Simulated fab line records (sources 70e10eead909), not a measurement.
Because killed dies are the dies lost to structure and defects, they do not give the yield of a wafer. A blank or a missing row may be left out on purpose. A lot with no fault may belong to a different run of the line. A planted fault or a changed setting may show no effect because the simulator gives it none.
Code-filled problem report in 8D (eight disciplines) form ; flow nandHarc ; the parts of the form that need people (team, actions taken, sign-off) are left out

## 1. THE ISSUE
cdNm at NHARC_P_STI_CD_MEAS_09 reads a mean of 213.9 nm on 6 wafers of 2 lots; wafers without a fault read 200.2 nm with a standard deviation of 2.1. That puts it +6.5 standard deviations away from the usual mean.
The step: target cd 200 nm.
First seen on wafer L474.3, day 5 05:00, on cdSem-02. The record holds 39 wafers of 13 lots with a number at this step. Rule for "out" (also "out of limits"): further than 4 standard deviations from the usual mean. Any other wafer with a number is counted as sound.

## 2. WHAT IT IS AND WHAT IT IS NOT
question;is;is not
which readings at this step;cdNm;-
which lots;L474, L475;L463, L464, L466, L467, L468, L476, L477, L478, L482, L484, L486
which wafers of those lots;all that have a number;-
read on which gauges;cdSem-01, cdSem-02;cdSem-03
when;from day 5 05:00;"up to then (15 sound wafers); but 18 sound wafers of L476, L477, L478, L482, L484, L486 came after"

## 3. SUSPECTS, AND WHAT RULES EACH OUT
Counting: a tool stays on the suspect list if, at a process step up to the reading, it processed all lots that are out and no sound lot following the first of them.
- the gauge at NHARC_P_STI_CD_MEAS_09 has been ruled out. The wafers that are out were read on 2 gauges (cdSem-01, cdSem-02).
- lithoTrack-05 at NHARC_P_STI_PEB_07 (peb time 80 s): kept. It ran every lot that is out, first L474 (day 5 04:55), and no sound lot after that; its last sound lot up to then is L466 (day 3 01:54). Its own plateTempC readings are out on those wafers.
After counting, what remains is lithoTrack-05 at NHARC_P_STI_PEB_07.

## 4. THE CAUSE (what the simulator had put in)
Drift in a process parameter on lithoTrack-05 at NHARC_P_STI_PEB_07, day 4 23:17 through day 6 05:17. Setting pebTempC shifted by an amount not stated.
The count eliminated every tool but this one.

## 5. SEQUENCE OF EFFECTS, ordered by route
Each row: a reading where the mean over the struck wafers with a number is more than 3 standard deviations away from the usual. Readings are gone through only where the record gives a usual standard deviation; hours: the median, over the lots, of the time from a lot's start at the first step in this table giving one to that lot's start at this step; sigmas: the change measured in usual standard deviations.
hours;step;reading;usual;on struck wafers;change;sigmas
0;NHARC_P_STI_PEB_07;heaterPowerTotalW;189.7 W;193.6;+3.9;+5.0
0;NHARC_P_STI_PEB_07;plateTempC;128.04 C;130.10;+2.06;+17
0;NHARC_P_STI_CD_MEAS_09;cdNm;200.2 nm;213.9;+13.7;+6.5
1;NHARC_P_STI_OCD_MEAS_17;trenchFootCdNm;158.2 nm;172.1;+13.9;+6.6
Its process steps:
- NHARC_P_STI_PEB_07: peb time 80 s.
Later steps that measure or inspect, where all struck wafers having a row at the step show a number for every such reading and not one has moved that far: NHARC_P_GATE_OVL_MEAS_27, NHARC_END_SORT_01.

## 6. HOW IT WOULD HAVE BEEN CAUGHT EARLIER
6 hours passed between the start of the fault at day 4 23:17 and the first reading out of limits at a measuring or inspecting step in this record, taken at day 5 05:00.
The tool's own readings at NHARC_P_STI_PEB_07 were out on every struck wafer that the step has a row for (plateTempC): an alarm limit on them would have fired on the first of those.
Among the 2 lots that are out, L475 began NHARC_P_STI_PEB_07 on lithoTrack-05 after day 5 05:00. Holding the tool at that time would have saved it.
